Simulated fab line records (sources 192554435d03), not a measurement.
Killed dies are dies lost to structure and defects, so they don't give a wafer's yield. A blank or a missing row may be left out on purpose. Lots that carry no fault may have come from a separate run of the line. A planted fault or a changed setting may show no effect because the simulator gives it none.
fab line records	flow n5_finfet
[record] lots = 6	wafers = 18	last_day = 16
route steps=1938 shown BEOL_M9@1428 PASSIVATION@1936
lots that met no fault: taken from a fault-free run of the same line
start_h: the number of hours between the record's first day and the start of the first shown wafer of the lot	wait_h: how many hours have passed since the lot's step before this one	" unchanged from the row above	L1.1+2: one row covering several wafers at once	- no value present, or no start provided	* or withheld: withheld	< > ~ a bound
route shown NAME@n: a module of which the file shows steps, and the number in the route of the first	usual: mean/standard deviation of fault-free wafers	same: alike in all rows	chamber/n: place in a boat	sites: each site's reading	_std_site: the values' standard deviation	_edge_site: inner sites' mean taken away from outer sites' mean	radius_mm: how far each site lies from the wafer's centre	mask NAME#n: copy n	behind: tool/chamber where the wafer was last shaped	hold: what put the lot on hold/how long, in hours/how the hold closed	device: names the non-switching transistor (n, p or np)	end of line: tests run on the same wafers once the route is complete	step lacking rows: just its recipe	killed: count of dies lost to structure and defects at first sort (not the wafer's yield)	map: the dies of a wafer, with x for killed, . for not killed, _ for no die there
set.NAME: the setting as run; set.NAME@STEP: as run at that earlier step	model.NAME: the simulator's own value behind a step, which no gauge read
a table for each step, a row for each wafer; lots at some steps of the route
services: from which hour (start_h, from the record's first day; less than 0 if before it) a tool's chamber was out of use, for how many hours, and why
[[steps]]
[step N5_BEOL_M9_COAT_22]
[recipe] resist = CAR-EUV	spin_rpm = 1500	resist_thk_nm = 30
[step N5_BEOL_M9_EBR_24]
[recipe] solvent = PGMEA	ebr_width_mm = 1.5
[step N5_BEOL_M9_SOFTBAKE_23]
[recipe] temp_c = 110	time_s = 60	resist = CAR-EUV
[step N5_BEOL_M9_EXPOSE_25]
[recipe] mask_id = V8	na = 0.33	source_shape = annular	sigma_inner = 0.4	sigma_outer = 0.8	polarization = unpolarized	dose_mj = 37.25
[step N5_BEOL_M9_PEB_26]
[recipe] peb_temp_c = 100	peb_time_s = 60	resist = CAR-EUV
[step N5_BEOL_M9_DEVELOP_27]
[recipe] develop_time_s = 30	developer = TMAH	resist = CAR-EUV	rinse_liquid = surfactant_rinse	dry = air_spin	dev_temp_c = 23
[step N5_BEOL_M9_CD_MEAS_28]
[recipe] target_cd_nm = 70	landing_energy_ev = 500	detector = se_inlens	polarity = opening
[usual] cd_nm = 70.10/0.22
lot.wafer	tool	chamber	start_h	wait_h	cd_nm
L159.1	cd_sem-03	0	219.83	-	70.06
L159.3	"	0	"	"	70.35
L159.4	"	0	"	"	69.81
L166.1	cd_sem-02	0	258.92	-	69.75
L166.2	"	0	"	"	69.69
L166.6	"	0	"	"	69.91
L171.1	cd_sem-02	0	289.26	-	70.16
L171.3	"	0	"	"	69.99
L171.5	"	0	"	"	70.48
L173.1	cd_sem-03	0	307.46	-	70.07
L173.2	"	0	"	"	69.49
L173.3	"	0	"	"	69.84
L176.2	cd_sem-03	0	317.73	-	70.24
L176.5	"	0	"	"	70.20
L176.6	"	0	"	"	70.24
L178.1	cd_sem-01	0	333.58	-	70.02
L178.4	"	0	"	"	70.17
L178.6	"	0	"	"	70.27
[step N5_BEOL_M9_OVL_MEAS_29]
[recipe] points_per_wafer = 522
[usual] V8_OVL = -0.2/0.69
lot.wafer	tool	chamber	start_h	wait_h	V8_OVL[nm]
L159.1	overlay-02	0	219.87	0.0	-0.1
L159.3	"	0	"	"	0.9
L159.4	"	0	"	"	0.7
L166.1	overlay-02	0	258.95	0.0	-0.4
L166.2	"	0	"	"	-0.5
L166.6	"	0	"	"	-0.9
L171.1	overlay-02	0	289.29	0.0	-0.7
L171.3	"	0	"	"	-0.6
L171.5	"	0	"	"	-0.6
L173.1	overlay-02	0	307.49	0.0	0.5
L173.2	"	0	"	"	0.3
L173.3	"	0	"	"	-0.4
L176.2	overlay-02	0	317.76	0.0	1.5
L176.5	"	0	"	"	1.5
L176.6	"	0	"	"	0.6
L178.1	overlay-02	0	333.61	0.0	0.6
L178.4	"	0	"	"	-0.3
L178.6	"	0	"	"	-0.6
[step N5_BEOL_M9_INSPECT_30]
[recipe] mode = adi	inspect_instrument = brightfield
[usual] raw_defect_count = 434/77
lot.wafer	tool	chamber	start_h	wait_h	raw_defect_count
L159.1	defect_inspect-02	-	219.92	0.1	352
L159.3	"	-	"	"	420
L159.4	"	-	"	"	394
L166.1	defect_inspect-02	-	259.01	0.1	551
L166.2	"	-	"	"	580
L166.6	"	-	"	"	529
L171.1	defect_inspect-02	-	289.35	0.1	452
L171.3	"	-	"	"	358
L171.5	"	-	"	"	507
L173.1	defect_inspect-01	-	307.55	0.1	546
L173.2	"	-	"	"	385
L173.3	"	-	"	"	381
L176.2	defect_inspect-01	-	317.82	0.0	435
L176.5	"	-	"	"	528
L176.6	"	-	"	"	410
L178.1	defect_inspect-02	-	333.66	0.1	412
L178.4	"	-	"	"	472
L178.6	"	-	"	"	593
[step N5_BEOL_M9_DESCUM_33]
[recipe] chemistry = O2	time_s = 7	source_power_w = 50	bias_power_w = 20	pressure_mtorr = 20	rf_frequency_hz = 2.712e+07	temp_c = 40	resist = CAR-EUV	o2_flow_sccm = 225
[usual] drypump_motor_current_A = 5.7/0.3	oes_product_au = 0.74/0.07	rf_vpp_V = 243.0/1.3	showerhead_plenum_p_Torr = 2.09/0.073	temp_c = 39.99/0.11	throttle_valve_pct = 20.52/0.19
lot.wafer	tool	chamber	start_h	wait_h	drypump_motor_current_A	oes_product_au	rf_hours_counter_h	rf_vpp_V	showerhead_plenum_p_Torr	temp_c	throttle_valve_pct
L159.1	rie_diel-06	2	219.96	0.0	5.5	0.68	220	240.7	2.08	39.87	20.47
L159.3	"	3	"	"	5.8	0.88	49	243.3	2.14	39.87	20.71
L159.4	"	1	"	"	5.9	0.71	183	245.1	2.19	39.88	20.64
L166.1	rie_diel-03	2	259.04	0.0	5.5	0.87	19	244.3	2.24	40.03	20.37
L166.2	"	0	"	"	5.4	0.69	226	243.4	2.05	40.04	20.50
L166.6	"	0	"	"	5.4	0.69	-	242.1	2.05	39.90	20.52
L171.1	rie_diel-03	3	289.38	0.0	5.3	0.72	216	241.7	2.06	40.18	20.47
L171.3	"	0	"	"	5.4	0.68	235	243.0	2.04	39.84	20.53
L171.5	"	3	"	"	5.3	0.72	-	242.8	2.06	39.97	20.49
L173.1	rie_diel-03	1	307.59	0.0	6.3	0.68	234	241.9	1.99	40.02	20.72
L173.2	"	3	"	"	5.2	0.71	222	241.8	2.06	39.97	20.48
L173.3	"	2	"	"	5.5	0.86	35	244.9	2.24	39.97	20.41
L176.2	rie_diel-05	0	317.85	0.0	5.8	0.73	191	242.6	2.00	40.03	20.77
L176.5	"	0	"	"	5.8	0.72	-	240.9	2.00	40.24	20.76
L176.6	"	1	"	"	5.7	0.71	-	242.0	2.06	39.99	20.08
L178.1	rie_diel-06	1	333.70	0.0	5.9	0.69	221	244.8	2.17	39.87	20.70
L178.4	"	0	"	"	5.8	0.69	198	242.4	2.08	39.90	20.74
L178.6	"	1	"	"	5.9	0.69	-	243.8	2.17	39.83	20.70
[step N5_BEOL_M9_ETCH_76]
[recipe] chemistry = N2/H2	target = underlayer	target_depth_a = 65	mask_material = CAR-EUV	time_s = 5.2	ion_energy_ev = 200	pressure_mtorr = 30	source_w = 840	bias_w = 150	n2_flow_sccm = 200	h2_flow_sccm = 200	ends = cleared
[usual] bias_w = 149.9/0.42	drypump_motor_current_A = 5.68/0.3	etch_rf_on_time_s = 5.16/0.14	oes_product_au = 0.64/0.059	rf_vpp_V = 523.7/2.6	showerhead_plenum_p_Torr = 2.54/0.085	throttle_valve_pct = 18.00/0.19
lot.wafer	tool	chamber	start_h	wait_h	bias_w	drypump_motor_current_A	etch_rf_on_time_s	oes_product_au	rf_hours_counter_h	rf_vpp_V	showerhead_plenum_p_Torr	throttle_valve_pct
L159.1	rie_diel-06	2	219.99	0.0	150.6	5.53	5.37	0.58	220	524.5	2.53	17.94
L159.3	"	3	"	"	150.3	5.74	5.14	0.75	49	523.7	2.59	18.05
L159.4	"	1	"	"	149.7	5.92	5.32	0.62	183	526.6	2.64	17.98
L166.1	rie_diel-03	2	259.07	0.0	149.7	5.55	5.24	0.76	19	527.8	2.71	17.68
L166.2	"	0	"	"	149.8	5.40	5.23	0.59	226	523.0	2.52	18.21
L166.6	"	0	"	"	149.8	5.38	5.25	0.59	-	522.4	2.52	18.20
L171.1	rie_diel-03	3	289.42	0.0	150.1	5.26	5.15	0.62	216	525.4	2.52	18.11
L171.3	"	0	"	"	150.0	5.42	5.30	0.59	235	522.5	2.51	18.20
L171.5	"	3	"	"	149.9	5.24	5.10	0.60	-	521.7	2.52	18.13
L173.1	rie_diel-03	1	307.62	0.0	150.2	6.25	5.06	0.59	234	518.3	2.41	18.17
L173.2	"	3	"	"	150.4	5.22	5.16	0.61	222	522.7	2.52	18.13
L173.3	"	2	"	"	150.3	5.54	5.18	0.74	35	527.7	2.70	17.71
L176.2	rie_diel-05	0	317.90	0.0	150.0	5.86	4.92	0.64	191	520.7	2.42	18.04
L176.5	"	0	"	"	150.6	5.84	4.92	0.63	-	518.5	2.41	18.03
L176.6	"	1	"	"	150.0	5.77	5.04	0.60	-	522.6	2.51	17.62
L178.1	rie_diel-06	1	333.73	0.0	150.1	5.92	5.32	0.59	221	527.5	2.63	18.06
L178.4	"	0	"	"	150.8	5.82	5.27	0.60	198	525.8	2.50	18.11
L178.6	"	1	"	"	150.1	5.90	5.32	0.60	-	525.6	2.63	18.09
[step N5_BEOL_M9_ETCH_65]
[recipe] chemistry = CF4	target = SiARC	target_depth_a = 156	mask_material = CAR-EUV	time_s = 26	ion_energy_ev = 80	pressure_mtorr = 40	source_w = 545	bias_w = 36	Ar_flow_sccm = 100	cf4_flow_sccm = 100	ends = cleared
[usual] bias_w = 36.02/0.11	drypump_motor_current_A = 5.7/0.3	etch_rf_on_time_s = 25.8/0.67	oes_product_au = 0.64/0.059	rf_vpp_V = 183.9/1.1	showerhead_plenum_p_Torr = 2.14/0.065	throttle_valve_pct = 15.74/0.18
lot.wafer	tool	chamber	start_h	wait_h	bias_w	drypump_motor_current_A	etch_rf_on_time_s	oes_product_au	rf_hours_counter_h	rf_vpp_V	showerhead_plenum_p_Torr	throttle_valve_pct
L159.1	rie_diel-06	2	220.01	0.0	36.04	5.5	27.0	0.58	220	182.8	2.12	15.60
L159.3	"	3	"	"	35.96	5.8	25.8	0.75	49	184.0	2.17	15.70
L159.4	"	1	"	"	35.98	5.9	26.8	0.62	183	184.3	2.22	15.79
L166.1	rie_diel-03	2	259.09	0.0	35.82	5.5	26.1	0.76	19	186.1	2.28	15.46
L166.2	"	0	"	"	35.91	5.4	25.9	0.60	226	183.3	2.12	15.84
L166.6	"	0	"	"	35.98	5.4	26.1	0.60	-	183.6	2.12	15.83
L171.1	rie_diel-03	3	289.43	0.0	35.94	5.3	25.5	0.61	216	183.3	2.13	15.80
L171.3	"	0	"	"	35.92	5.4	26.3	0.59	235	183.5	2.11	15.84
L171.5	"	3	"	"	35.93	5.2	25.5	0.61	-	183.6	2.13	15.80
L173.1	rie_diel-03	1	307.64	0.0	36.02	6.2	25.1	0.59	234	183.4	2.04	15.93
L173.2	"	3	"	"	36.22	5.2	25.6	0.61	222	182.9	2.13	15.82
L173.3	"	2	"	"	35.95	5.5	25.7	0.74	35	185.4	2.27	15.48
L176.2	rie_diel-05	0	317.93	0.0	36.04	5.8	24.8	0.63	191	185.4	2.06	16.03
L176.5	"	0	"	"	35.93	5.8	24.7	0.64	-	181.9	2.06	16.01
L176.6	"	1	"	"	36.26	5.7	25.9	0.60	-	182.7	2.12	15.46
L178.1	rie_diel-06	1	333.75	0.0	36.04	5.9	26.6	0.60	221	183.9	2.21	15.85
L178.4	"	0	"	"	35.88	5.8	26.1	0.60	198	184.7	2.13	15.97
L178.6	"	1	"	"	36.23	5.9	26.8	0.59	-	184.7	2.21	15.88
[step N5_BEOL_M9_ETCH_66]
[recipe] chemistry = N2/H2	target = SOC	target_depth_a = 800	overetch_a = 160	mask_material = SiARC	temp_c = 40	time_s = 120	ion_energy_ev = 200	pressure_mtorr = 30	source_w = 840	bias_w = 150	n2_flow_sccm = 200	h2_flow_sccm = 200
[usual] bias_w = 150.1/0.43	drypump_motor_current_A = 5.7/0.3	oes_product_au = 0.57/0.051	rf_vpp_V = 523.6/2.4	showerhead_plenum_p_Torr = 2.54/0.085	temp_c = 39.98/0.11	throttle_valve_pct = 17.95/0.19
lot.wafer	tool	chamber	start_h	wait_h	bias_w	drypump_motor_current_A	oes_product_au	rf_hours_counter_h	rf_vpp_V	showerhead_plenum_p_Torr	temp_c	throttle_valve_pct	model.SiARC_of_BEOL_M9_COAT_64.thk_nm
L159.1	rie_diel-06	2	220.04	0.0	150.8	5.5	0.53	220	523.0	2.53	40.06	17.89	6.6
L159.3	"	3	"	"	149.9	5.8	0.68	49	525.0	2.59	39.88	18.00	6.4
L159.4	"	1	"	"	150.1	5.9	0.56	183	526.2	2.64	40.19	17.97	6.6
L166.1	rie_diel-03	2	259.12	0.0	150.1	5.5	0.66	19	526.3	2.71	40.15	17.61	6.4
L166.2	"	0	"	"	150.0	5.4	0.54	226	523.4	2.52	40.05	18.15	6.4
L166.6	"	0	"	"	149.6	5.4	0.53	-	524.7	2.52	39.95	18.16	6.4
L171.1	rie_diel-03	3	289.46	0.0	177.8	5.2	0.55	216	583.3	2.52	39.96	18.09	5.2
L171.3	"	0	"	"	177.8	5.4	0.52	235	581.3	2.51	40.10	18.16	5.2
L171.5	"	3	"	"	177.7	5.2	0.54	-	580.8	2.52	39.85	18.08	5.2
L173.1	rie_diel-03	1	307.67	0.0	177.7	6.2	0.52	234	579.2	2.41	40.21	18.12	4.8
L173.2	"	3	"	"	177.9	5.2	0.54	222	582.9	2.51	39.91	18.09	5.2
L173.3	"	2	"	"	177.8	5.5	0.65	35	587.3	2.70	39.91	17.64	5
L176.2	rie_diel-05	0	317.97	0.0	150.2	5.9	0.55	191	521.5	2.42	40.00	18.01	6.2
L176.5	"	0	"	"	149.5	5.9	0.56	-	519.6	2.42	39.96	17.99	6.2
L176.6	"	1	"	"	149.8	5.7	0.54	-	523.0	2.51	39.97	17.57	6.4
L178.1	rie_diel-06	1	333.78	0.0	150.3	5.9	0.54	221	526.0	2.63	39.99	18.04	6.6
L178.4	"	0	"	"	150.3	5.8	0.53	198	524.0	2.50	40.14	18.07	6.6
L178.6	"	1	"	"	150.3	5.9	0.53	-	525.2	2.63	40.03	18.03	6.6
[step N5_BEOL_M9_STRIP_69]
[recipe] chemistry = N2/H2	temp_c = 40	n2_flow_sccm = 200	h2_flow_sccm = 200	rf_frequency_hz = 6e+07
[step N5_PASSIVATION_PROBE_49]
[usual] defect_limited_yield = 91.1/1.4	killed_at_M0_to_M3 = 33/9.1	killed_at_M4_up = 14/5.6	killed_at_contacts = 13/5.7	killed_at_front_end = 42/12	killed_at_other = 4/3	killed_dies = 105/16	killed_open = 69/11	killed_short = 34/7.5	sort_bin_5_function = 5.2/0.91	sort_bin_6_memory = 3.3/0.64	sort_bin_8_speed = 0.0/0.37	sort_n_pass = 1075/16	sort_yield_pct = 91.1/1.4
[same] gross_dies = 1180	killed_at_back_side = 0	sort_bin_4_leakage[%] = 0
lot.wafer	tool	chamber	start_h	wait_h	defect_limited_yield[%]	killed_at_M0_to_M3	killed_at_M4_up	killed_at_contacts	killed_at_front_end	killed_at_other	killed_dies	killed_open	killed_short	sort_bin_5_function[%]	sort_bin_6_memory[%]	sort_bin_8_speed[%]	sort_n_pass	sort_yield_pct[%]
L159.1	prober-02	-	281.80	0.0	92.5	37	14	11	26	0	88	67	20	4.0	3.4	0	1092	92.5
L159.3	prober-02	-	281.90	0.1	91.6	36	13	18	30	2	99	74	24	4.7	3.6	0	1081	91.6
L159.4	prober-02	-	281.95	0.2	91.8	32	22	18	21	4	97	62	34	5.1	3.1	0	1083	91.8
L166.1	prober-02	-	310.88	0.0	93.5	27	16	6	26	2	77	54	23	4.2	1.9	0	1103	93.5
L166.2	prober-02	-	310.93	0.1	92.6	30	12	8	36	1	87	59	27	4.1	3.1	0	1093	92.6
L166.6	prober-02	-	311.13	0.3	92.0	40	10	16	25	3	94	56	37	4.8	2.7	0	1086	92.0
L171.1	prober-01	-	344.70	0.0	90.4	29	5	18	52	9	113	84	28	5.9	3.5	0	1067	90.4
L171.3	prober-01	-	344.80	0.1	89.3	35	15	21	51	4	126	86	38	6.9	3.4	0	1054	89.3
L171.5	prober-01	-	344.90	0.2	91.4	28	17	14	41	2	102	63	34	4.3	3.7	0	1078	91.4
L173.1	prober-02	-	362.44	0.0	91.4	26	21	8	46	0	101	71	30	4.3	3.6	0	1079	91.4
L173.2	prober-02	-	362.49	0.1	89.7	33	14	14	50	11	122	71	36	4.8	4.2	0	1058	89.7
L173.3	prober-02	-	362.54	0.1	91.9	27	13	11	39	5	95	62	32	5.6	2.4	0	1085	91.9
L176.2	prober-02	-	378.90	0.1	91.4	39	10	7	46	0	102	65	35	4.8	3.6	0	1078	91.4
L176.5	prober-02	-	379.05	0.2	91.9	30	14	8	44	0	96	63	30	4.3	3.4	0	1084	91.9
L176.6	prober-02	-	379.10	0.3	90.5	46	4	5	56	1	112	72	39	5.5	3.8	0	1068	90.5
L178.1	prober-02	-	390.05	0.0	94.7	17	15	5	25	1	63	46	17	3.3	1.9	0	1117	94.7
L178.4	prober-02	-	390.20	0.2	92.8	34	16	11	20	4	85	63	20	4.1	2.8	4.4	1043	88.4
L178.6	prober-02	-	390.30	0.3	91.0	28	14	6	52	6	106	68	37	5.8	3.0	0	1074	91.0
// killed by level:class
L159.1 MOL_CONTACT_COAG:geometric_particle:open=10 FIN_SAQP:geometric_particle:open=9 BEOL_M1:geometric_particle:open=9 BEOL_M2:geometric_particle:open=9 STARTING-WAFER:geometric_particle:short=6 BEOL_M0:geometric_particle:open=5 BEOL_M5:geometric_particle:open=5 BEOL_M0_SAQP:geometric_particle:short=4
L159.3 MOL_CONTACT_COAG:geometric_particle:open=17 BEOL_M3:geometric_particle:open=13 STI_FIN_REVEAL:geometric_particle:open=6 BEOL_M1:geometric_particle:open=6 BEOL_M3:geometric_particle:short=6 BEOL_M4:geometric_particle:open=5 FIN_SAQP:geometric_particle:open=4 DUMMY_GATE:geometric_particle:open=4
L159.4 MOL_CONTACT_COAG:geometric_particle:open=13 BEOL_M4:geometric_particle:open=11 BEOL_M1:geometric_particle:open=8 BEOL_M3:geometric_particle:open=7 BEOL_M1:geometric_particle:short=6 MOL_CONTACT_COAG:geometric_particle:short=5 BEOL_M0_SAQP:geometric_particle:short=5 GATE_CUT:geometric_particle:open=4
L166.1 FIN_SAQP:geometric_particle:open=11 BEOL_M2:geometric_particle:open=11 BEOL_M3:geometric_particle:open=6 BEOL_M4:geometric_particle:open=6 FIN_SAQP:geometric_particle:short=4 MOL_CONTACT_COAG:geometric_particle:open=4 BEOL_M5:geometric_particle:short=4 GATE_CUT:geometric_particle:short=3
L166.2 BEOL_M3:geometric_particle:open=9 BEOL_M2:geometric_particle:open=8 FIN_SAQP:geometric_particle:open=6 MOL_CONTACT_COAG:geometric_particle:open=6 GATE_CUT:geometric_particle:open=6 BEOL_M4:geometric_particle:open=6 BEOL_M0:geometric_particle:open=5 FIN_SAQP:geometric_particle:short=4
L166.6 MOL_CONTACT_COAG:geometric_particle:open=11 FIN_SAQP:geometric_particle:open=9 FIN_SAQP:geometric_particle:short=9 BEOL_M2:geometric_particle:open=9 BEOL_M3:geometric_particle:open=7 BEOL_M2:geometric_particle:short=5 MOL_CONTACT_COAG:geometric_particle:short=4 BEOL_M0:geometric_particle:open=4
L171.1 FIN_SAQP:geometric_particle:open=18 MOL_CONTACT_COAG:geometric_particle:open=15 STI_FIN_REVEAL:geometric_particle:open=11 BEOL_M1:geometric_particle:open=7 BEOL_M3:geometric_particle:open=7 FIN_SAQP:geometric_particle:short=6 BEOL_M2:geometric_particle:open=5 BEOL_M3:geometric_particle:short=5
L171.3 STI_FIN_REVEAL:geometric_particle:open=29 MOL_CONTACT_COAG:geometric_particle:open=15 BEOL_M3:geometric_particle:open=12 BEOL_M2:geometric_particle:open=8 MOL_CONTACT_COAG:geometric_particle:short=6 BEOL_M0_SAQP:geometric_particle:short=6 BEOL_M5:geometric_particle:short=5 FIN_SAQP:geometric_particle:short=3
L171.5 STI_FIN_REVEAL:geometric_particle:open=10 BEOL_M2:geometric_particle:open=10 MOL_CONTACT_COAG:geometric_particle:open=9 BEOL_M3:geometric_particle:open=8 BEOL_M4:geometric_particle:open=8 FIN_SAQP:geometric_particle:short=5 MOL_CONTACT_COAG:geometric_particle:short=5 BEOL_M4:geometric_particle:short=5
L173.1 FIN_SAQP:geometric_particle:open=14 BEOL_M4:geometric_particle:open=9 DUMMY_GATE:geometric_particle:open=7 BEOL_M0_SAQP:geometric_particle:short=7 BEOL_M2:geometric_particle:open=7 MOL_CONTACT_COAG:geometric_particle:open=6 STARTING-WAFER:geometric_particle:open=5 BEOL_M0_SAQP:geometric_particle:open=5
L173.2 HKMG_FIN:area_etch=15 FIN_SAQP:geometric_particle:open=12 MOL_CONTACT_COAG:geometric_particle:open=10 BEOL_M2:geometric_particle:open=7 FIN_SAQP:geometric_particle:short=6 BEOL_M0_SAQP:geometric_particle:open=6 BEOL_M1:geometric_particle:open=6 BEOL_M4:geometric_particle:open=6
L173.3 MOL_CONTACT_COAG:geometric_particle:open=9 BEOL_M4:geometric_particle:open=9 FIN_SAQP:geometric_particle:open=7 FIN_SAQP:geometric_particle:short=6 BEOL_M0_SAQP:geometric_particle:open=6 GATE_CUT:geometric_particle:open=5 BEOL_M2:geometric_particle:open=5 BEOL_M3:geometric_particle:open=4
L176.2 BEOL_M2:geometric_particle:open=13 FIN_SAQP:geometric_particle:short=11 FIN_SAQP:geometric_particle:open=10 BEOL_M3:geometric_particle:open=7 MOL_CONTACT_COAG:geometric_particle:open=6 BEOL_M0_SAQP:geometric_particle:open=5 GATE_CUT:geometric_particle:short=4 BEOL_M2:geometric_particle:short=4
L176.5 FIN_SAQP:geometric_particle:open=15 BEOL_M2:geometric_particle:open=9 MOL_CONTACT_COAG:geometric_particle:open=7 FIN_SAQP:geometric_particle:short=6 BEOL_M3:geometric_particle:open=6 BEOL_M1:geometric_particle:open=4 DUMMY_GATE:geometric_particle:open=4 BEOL_M0_SAQP:geometric_particle:open=4
L176.6 BEOL_M2:geometric_particle:open=32 FIN_SAQP:geometric_particle:short=16 FIN_SAQP:geometric_particle:open=11 GATE_CUT:geometric_particle:short=7 DUMMY_GATE:geometric_particle:open=6 MOL_CONTACT_COAG:geometric_particle:open=5 BEOL_M3:geometric_particle:open=5 DUMMY_GATE:geometric_particle:short=3
L178.1 STI_FIN_REVEAL:geometric_particle:open=6 BEOL_M4:geometric_particle:open=6 BEOL_M3:geometric_particle:open=5 BEOL_M0_SAQP:geometric_particle:open=5 STARTING-WAFER:geometric_particle:open=5 DUMMY_GATE:geometric_particle:open=4 GATE_CUT:geometric_particle:short=4 MOL_CONTACT_COAG:geometric_particle:open=4
L178.4 BEOL_M1:geometric_particle:open=11 MOL_CONTACT_COAG:geometric_particle:open=9 BEOL_M3:geometric_particle:open=7 BEOL_M2:geometric_particle:open=6 STI_FIN_REVEAL:geometric_particle:open=5 BEOL_M4:geometric_particle:short=5 DUMMY_GATE:geometric_particle:open=3 GATE_CUT:geometric_particle:short=3
L178.6 FIN_SAQP:geometric_particle:open=13 FIN_SAQP:geometric_particle:short=10 STI_FIN_REVEAL:geometric_particle:open=10 BEOL_M0_SAQP:geometric_particle:short=8 BEOL_M3:geometric_particle:open=7 MOL_CONTACT_COAG:geometric_particle:open=6 BEOL_M0_SAQP:geometric_particle:open=5 STARTING-WAFER:geometric_particle:open=5
[[services]]
tool	chamber	start_h	hours	kind
rie_diel-03	2	214.25	38.8	repair
rie_diel-06	0	270.40	9.1	repair
rie_diel-05	2	270.47	12.0	repair
rie_diel-05	3	312.55	6.6	repair
rie_diel-06	2	316.25	-	clean
rie_diel-06	2	316.25	-	consumable_replace:focus_ring
rie_diel-06	2	316.25	14.1	scheduled_down
rie_diel-06	2	316.25	14.1	vent_cycle
rie_diel-05	2	317.23	1.2	repair
rie_diel-03	2	331.22	2.2	repair
[[key]]
[first_sign] step = N5_BEOL_M9_ETCH_66	reading = bias_w	direction = up	sigmas = 64	usual = *	struck = *
[effect] step = N5_BEOL_M9_ETCH_66	reading = rf_vpp_V	direction = up	sigmas = 25	usual = 523.6	struck = 582.5
[model_effect] step = N5_BEOL_M9_ETCH_66	value = SiARC_of_BEOL_M9_COAT_64.thk_nm	without = 6.367	struck = 5.1
met_at N5_BEOL_M9_ETCH_66
struck_wafers L171.1,L171.3,L171.5,L173.1,L173.2,L173.3
[baseline_loss] step = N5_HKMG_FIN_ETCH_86	wafers = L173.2
onset_between 259.12 289.46
[fault] kind = process_parameter_drift	tool = rie_diel-03	chamber = -	onset_h = 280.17	steps = N5_BEOL_M9_ETCH_66	channel = bias_w	offset = *	shape = step	end_h = 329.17	acts_in = *	stated = *
// baseline_loss: these wafers lose ten dies or more at that step, a loss of the line's own and not of a fault; the sort's usual values leave them out
